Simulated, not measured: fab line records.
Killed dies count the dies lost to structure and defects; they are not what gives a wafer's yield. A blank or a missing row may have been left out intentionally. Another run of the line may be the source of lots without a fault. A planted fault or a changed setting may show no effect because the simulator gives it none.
Code-filled problem report in 8D (eight disciplines) form :: flow n5-finfet :: the parts of the form that need people (team, actions taken, sign-off) are left out

== 1. WHAT IS WRONG ==
rf-fwd-power-W at N5_SDB_ETCH_18 reads a mean of 635.4 W on 6 wafers of 2 lots; wafers without a fault read 837.0 W with a standard deviation of 2.7. Measured from the usual mean, that is -75 standard deviations.
The step: etches SOC in N2/H2, target depth 100 nm, overetch 20 nm, time 150 s.
The first sign was on wafer L367.2 at day 6 02:09, on rie-diel-05. At this step, 30 wafers from 10 lots have a number in the record. The rule behind "out" and "out of limits": a value lying over 4 standard deviations away from the usual mean. All remaining wafers that have a number are taken as sound.

== 2. WHAT THIS IS AND IS NOT ==
question: which readings at this step
is: rf-fwd-power-W, rf-vpp-V
is not: drypump-motor-current-A, oes-product-au, showerhead-plenum-p-Torr, throttle-valve-pct

question: which lots
is: L367, L372
is not: L358, L360, L361, L362, L363, L368, L377, L381

question: which wafers of those lots
is: all that have a number
is not: -

question: read on which tools
is: rie-diel-05
is not: rie-diel-01, rie-diel-02

question: when
is: from day 6 02:09
is not: up to then (15 sound wafers); but 9 sound wafers of L368, L377, L381 came after

== 3. WHAT RULES OUT EACH SUSPECT ==
Counting: any tool at a process step up to the reading is kept as a suspect provided that every lot that is out went through it and no sound lot did after the first of them.
- rie-diel-05 at N5_SDB_ETCH_18 (etches SOC in N2/H2, target depth 100 nm, overetch 20 nm, time 150 s): kept. All lots that are out passed through it, beginning with L367 at day 6 02:09, and no sound lot followed; its final sound lot before that point was L363 at day 5 02:14. Out on those wafers are its own readings of rf-fwd-power-W, rf-vpp-V.
Remaining after the count: rie-diel-05 at N5_SDB_ETCH_18.

== 4. THE CAUSE (what the simulator had put in) ==
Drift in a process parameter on rie-diel-05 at N5_SDB_ETCH_18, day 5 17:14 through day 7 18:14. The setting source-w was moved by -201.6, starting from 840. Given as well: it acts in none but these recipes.
This tool alone remained once counting was done.

== 5. SEQUENCE OF EFFECTS, ordered by route ==
Rows list readings where the struck wafers' mean (over those with a number) sits beyond 3 standard deviations from the usual. Scope: only readings with a usual standard deviation given in the record; hours: median across lots of the time from each lot's start at the first step in this table that gives one to its start at this step; sigmas: change in usual standard deviations.
hours: 0
step: N5_SDB_ETCH_18
reading: rf-fwd-power-W
usual: 837.0 W
on struck wafers: 635.4
change: -201.6
sigmas: -75

hours: 0
step: N5_SDB_ETCH_18
reading: rf-vpp-V
usual: 522.9 V
on struck wafers: 572.8
change: +49.9
sigmas: +38

hours: 224
step: N5_PASSIVATION_PROBE_49
reading: defect-limited-yield
usual: 91.2 %
on struck wafers: 52.6
change: -38.6
sigmas: -24

hours: 224
step: N5_PASSIVATION_PROBE_49
reading: killed-at-front-end
usual: 38
on struck wafers: 491
change: +453
sigmas: +38

hours: 224
step: N5_PASSIVATION_PROBE_49
reading: killed-dies
usual: 104
on struck wafers: 559
change: +455
sigmas: +24

hours: 224
step: N5_PASSIVATION_PROBE_49
reading: killed-on-rim
usual: 14
on struck wafers: 41
change: +27
sigmas: +6.8

hours: 224
step: N5_PASSIVATION_PROBE_49
reading: sort_bin_5_function
usual: 5.2 %
on struck wafers: 44.1
change: +38.9
sigmas: +39

hours: 224
step: N5_PASSIVATION_PROBE_49
reading: sort-n-pass
usual: 1076
on struck wafers: 621
change: -455
sigmas: -24

hours: 224
step: N5_PASSIVATION_PROBE_49
reading: sort-yield-pct
usual: 91.2 %
on struck wafers: 52.6
change: -38.6
sigmas: -24
The process steps in it:
- N5_SDB_ETCH_18: etches SOC in N2/H2, target depth 100 nm, overetch 20 nm, time 150 s.
- N5_PASSIVATION_PROBE_49
Later measuring or inspecting steps at which every struck wafer that the step has a row for has a number for every such reading, and none has moved that far: N5_BEOL_M4_RC_MEAS_101.

== 6. WHAT WOULD HAVE CAUGHT IT SOONER ==
9 hours passed between the start of the fault at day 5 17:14 and the first reading out of limits in this record, taken at day 6 02:09.
